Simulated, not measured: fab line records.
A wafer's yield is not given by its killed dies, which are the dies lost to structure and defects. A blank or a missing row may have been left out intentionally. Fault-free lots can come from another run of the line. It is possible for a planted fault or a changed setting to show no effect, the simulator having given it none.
What tool caused it?    flow n5_finfet    Sampling: 10 lots, 30 wafers, 2 of 1938 route steps

## WHAT EACH GAUGE READ, for each wafer
N5_BEOL_M10_OVL_MEAS_29.
lot   measured      on          V9_OVL (nm)
L412  day 10 08:08  overlay-02  2.0 0.8 0.9
L413  day 10 15:43  overlay-01  0.1 0.3 0.5
L417  day 11 16:55  overlay-01  1.0 1.0 0.9
L418  day 13 01:59  overlay-02  0.4 0.6 0.2
L424  day 14 03:46  overlay-01  0.9 0.7 0.6
L422  day 14 06:44  overlay-01  1.6 1.4 0.4
L432  day 15 14:46  overlay-02  1.0 1.2 1.2
L434  day 16 06:12  overlay-02  0.1 0.1 0.5
L431  day 16 07:29  overlay-02  -0.2 1.2 1.0
L433  day 16 12:43  overlay-02  0.5 1.0 0.4

## WHAT TOOL EACH LOT RAN ON (gives the tool, then ch and the chambers of the sampled wafers, and finally the start)
lot   N5_BEOL_M10_DESCUM_16
L412  rie_diel-06 ch 0,1, day 10 07:05
L413  rie_diel-06 ch 0,1, day 10 13:14
L417  rie_diel-02 ch 0,1,3, day 11 16:02
L418  rie_diel-05 ch 0,1,3, day 12 23:56
L424  rie_diel-05 ch 1,2,3, day 14 01:21
L422  rie_diel-05 ch 1,2,3, day 14 05:23
L432  rie_diel-06 ch 0,2,3, day 15 11:38
L434  rie_diel-02 ch 1,3, day 16 05:22
L431  rie_diel-05 ch 0,1,2, day 16 06:29
L433  rie_diel-02 ch 0,2,3, day 16 10:25
- N5_BEOL_M10_DESCUM_16: chemistry O2, time 7.9 s.

## AS READ BY THE TOOLS THEMSELVES (means over the sampled wafers that have a number; for cases with no such wafer, the mark the record gives instead)
N5_BEOL_M10_DESCUM_16.
lot   tool         drypump_motor_current_A (A)  oes_product_au (a.u.)  rf_fwd_power_W (W)  rf_vpp_V (V)  showerhead_plenum_p_Torr (Torr)  throttle_valve_pct (%)
L412  rie_diel-06  5.7                          0.69                   49.41               240.8         1.97                             20.72
L413  rie_diel-06  5.6                          0.69                   49.46               241.1         1.98                             20.83
L417  rie_diel-02  6.0                          0.76                   49.36               243.2         2.12                             20.48
L418  rie_diel-05  6.1                          0.78                   49.51               243.8         2.07                             20.27
L424  rie_diel-05  6.1                          0.74                   49.41               242.6         2.06                             20.44
L422  rie_diel-05  6.1                          0.74                   49.20               242.1         2.06                             20.45
L432  rie_diel-06  5.2                          0.85                   49.45               243.8         2.11                             20.31
L434  rie_diel-02  6.4                          0.83                   49.40               243.4         2.14                             20.24
L431  rie_diel-05  6.5                          0.81                   49.32               242.4         2.07                             20.34
L433  rie_diel-02  5.8                          0.79                   49.36               243.5         2.07                             20.50

## THE ANSWER, worked out from the rows above alone
Rule: the usual values come from the lots themselves. The widest of any qualifying gaps counts: lots, ordered by their means at a reading, are off when they make up no more than a third of the lots, leave a main group of 4 or more, and stand apart from it by 3 or more times the standard deviation of that group's means. A main group whose means are all the same, to the digits that the tables above print for the reading, isn't used. Also off: a lot with no number at a reading for which 4 or more lots have one. Where the step has rows for the other lots, those lots are counted as sound. The gauges are gone through in route order, then the tools' own readings, and for those a lot's mean is taken as printed above. At the first step where some lot is off, the reading lying furthest off is the one used; lots without a number count as furthest.
No lot is off on any of the readings shown, so nothing can be concluded from this.

## WHAT HAD BEEN PUT IN BY THE SIMULATOR
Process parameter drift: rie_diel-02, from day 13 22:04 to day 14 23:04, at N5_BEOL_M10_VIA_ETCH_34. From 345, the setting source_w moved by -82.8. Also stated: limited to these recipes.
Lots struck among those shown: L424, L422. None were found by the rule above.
